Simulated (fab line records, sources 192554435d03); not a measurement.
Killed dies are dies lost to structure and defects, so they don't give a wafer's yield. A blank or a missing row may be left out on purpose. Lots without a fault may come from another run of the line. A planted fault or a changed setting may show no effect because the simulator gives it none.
Problem report in the 8D (eight disciplines) form, filled by code | flow n5_finfet | the parts of the form that need people (team, actions taken, sign-off) are left out

1. THE PROBLEM
trench_depth_nm at N5_BEOL_M1_OCD_MEAS_38 reads a mean of 49.0 nm on 6 wafers of 2 lots; wafers without a fault read 55.2 nm with a standard deviation of 1.1. That is -5.6 standard deviations from the usual mean.
First seen on wafer L134.1, day 10 19:55, on ocd-02. The record holds 27 wafers of 9 lots with a number at this step. Rule for "out", or "out of limits": more than 4 standard deviations from the usual mean. The other wafers with a number count as sound.

2. WHAT IT IS AND WHAT IT IS NOT
question                    | is                     | is not
which readings at this step | trench_depth_nm        | -
which lots                  | L134, L136             | L116, L120, L121, L125, L126, L127, L137
which wafers of those lots  | all that have a number | -
read on which gauges        | ocd-01, ocd-02         | -
when                        | from day 10 19:55      | up to then (18 sound wafers); but 3 sound wafers of L137 came after

3. SUSPECTS, AND WHAT RULES EACH OUT
Counting: a tool at a process step up to the reading stays a suspect if it ran every lot that is out and no sound lot after the first of them.
- the gauge at N5_BEOL_M1_OCD_MEAS_38: ruled out. The wafers that are out were read on 2 gauges (ocd-01, ocd-02).
- rie_diel-03 at N5_BEOL_M1_VIA_ETCH_34 (etches the open film in C4F6/O2, target depth 67.8 nm, time 64.4 s): kept. It ran every lot that is out, first L134 (day 10 19:40), and no sound lot after that; its last sound lot up to then is L127 (day 8 21:38).
- rie_diel-03 at N5_BEOL_M1_TRENCH_ETCH_37 (etches SiOC in C4F6/O2, target depth 55.207 nm, time 29 s): kept. It ran every lot that is out, first L134 (day 10 19:46), and no sound lot after that; its last sound lot up to then is L127 (day 8 21:44). Its own readings are out on those wafers: rf_fwd_power_W, rf_vpp_V.
Left after counting: rie_diel-03 at N5_BEOL_M1_VIA_ETCH_34, rie_diel-03 at N5_BEOL_M1_TRENCH_ETCH_37.

4. THE CAUSE (what the simulator had put in)
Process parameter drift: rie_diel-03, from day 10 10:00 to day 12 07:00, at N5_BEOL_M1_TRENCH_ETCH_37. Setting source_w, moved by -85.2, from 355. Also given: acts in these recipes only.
Counting left 2 suspects, and this tool is among them.

5. THE CHAIN OF EFFECTS, in route order
Each row: a reading whose mean over the struck wafers that have a number lies more than 3 standard deviations from the usual. Only readings for which the record gives a usual standard deviation are gone through. hours: the time from each lot's start at the first step in this table that gives one to its start at this step, as a median over the lots. sigmas: the change in usual standard deviations.
hours | step                      | reading         | usual   | on struck wafers | change | sigmas
0     | N5_BEOL_M1_TRENCH_ETCH_37 | rf_fwd_power_W  | 350.0 W | 265.5            | -84.5  | -47
0     | N5_BEOL_M1_TRENCH_ETCH_37 | rf_vpp_V        | 667 V   | 764              | +96    | +11
0     | N5_BEOL_M1_OCD_MEAS_38    | trench_depth_nm | 55.2 nm | 49.0             | -6.2   | -5.6
The process steps in it:
- N5_BEOL_M1_TRENCH_ETCH_37: etches SiOC in C4F6/O2, target depth 55.207 nm, time 29 s.
Later measuring or inspecting steps at which every struck wafer that the step has a row for has a number for every such reading, and none has moved that far: N5_BEOL_M4_RC_MEAS_101.

6. WHAT WOULD HAVE CAUGHT IT SOONER
In this record the first reading out of limits at a measuring or inspecting step was taken at day 10 19:55, 10 hours after the fault began at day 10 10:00.
The tool's own readings at N5_BEOL_M1_TRENCH_ETCH_37 were out on every struck wafer that the step has a row for (rf_fwd_power_W, rf_vpp_V): an alarm limit on them would have fired on the first of those.
Of the lots that are out (2), L136 began N5_BEOL_M1_TRENCH_ETCH_37 on rie_diel-03 after day 10 19:55. A hold on the tool at that time would have spared it.
